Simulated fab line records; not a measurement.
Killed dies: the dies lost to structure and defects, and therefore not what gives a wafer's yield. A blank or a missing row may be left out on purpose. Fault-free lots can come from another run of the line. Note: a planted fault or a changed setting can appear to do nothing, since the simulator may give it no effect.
Chamber matching    flow nand harc    4 sister chambers for NHARC_P_ZERO_WELL_DESCUM_54 on rie diel-09
The step chemistry O2, time 3 s. 14 wafers are shown with their chamber, then 7 later ones without.

WAFERS PAIRED WITH THEIR CHAMBERS
wafer   chamber  showerhead plenum p Torr (Torr)  drypump motor current A (A)  rf vpp V (V)
L498.1  0        1.94                             6.4                          58.3
L498.4  3        1.94                             5.4                          58.4
L498.5  1        2.05                             6.1                          59.3
L503.3  0        1.94                             6.5                          58.5
L503.4  1        2.05                             6.1                          59.3
L503.5  3        1.94                             5.4                          58.5
L504.2  2        1.89                             6.0                          57.8
L504.5  2        1.89                             6.0                          57.7
L504.6  1        2.05                             6.1                          57.7
L513.4  3        1.94                             5.4                          57.6
L513.5  2        1.88                             6.0                          58.0
L513.6  3        1.94                             5.4                          58.4
L517.3  1        2.05                             6.1                          58.8
L517.4  2        1.88                             6.0                          57.2

SIGNATURES (means of the wafers above)
reading                   chamber 0  chamber 1  chamber 2  chamber 3  scatter within a chamber
showerhead plenum p Torr  1.9400     2.0500     1.8850     1.9400     0.00316
drypump motor current A   6.450      6.100      6.000      5.400      0.0224
rf vpp V                  58.400     58.775     57.675     58.225     0.51
Rule: a wafer lies at a distance from a chamber equal to the root of the sum of squares, over the readings, of (its reading less the chamber's mean, divided by the reading's scatter). The wafer belongs to the nearest chamber; if the next one is less than 2 further off, it can't be placed. The scatter: the root of (the sum of the squares of (reading less its chamber's mean) over the shown wafers, divided by (wafers less chambers)).

WAFERS WITHOUT THEIR CHAMBER
wafer   showerhead plenum p Torr (Torr)  drypump motor current A (A)  rf vpp V (V)
L517.6  2.05                             6.1                          58.0
L518.1  1.94                             6.4                          59.3
L518.2  1.94                             5.4                          56.3
L518.4  2.05                             6.1                          58.8
L520.1  1.94                             5.4                          58.0
L520.4  1.88                             6.0                          58.2
L520.5  1.88                             6.0                          59.0

CHAMBER TAKEN BY EACH
wafer   from the rows above  in truth
L517.6  1                    1
L518.1  0                    0
L518.2  3                    3
L518.4  1                    1
L520.1  3                    3
L520.4  2                    2
L520.5  2                    2
Placed correctly: 7 of 7. From these rows, 0 cannot be placed. 0 placed wrongly.
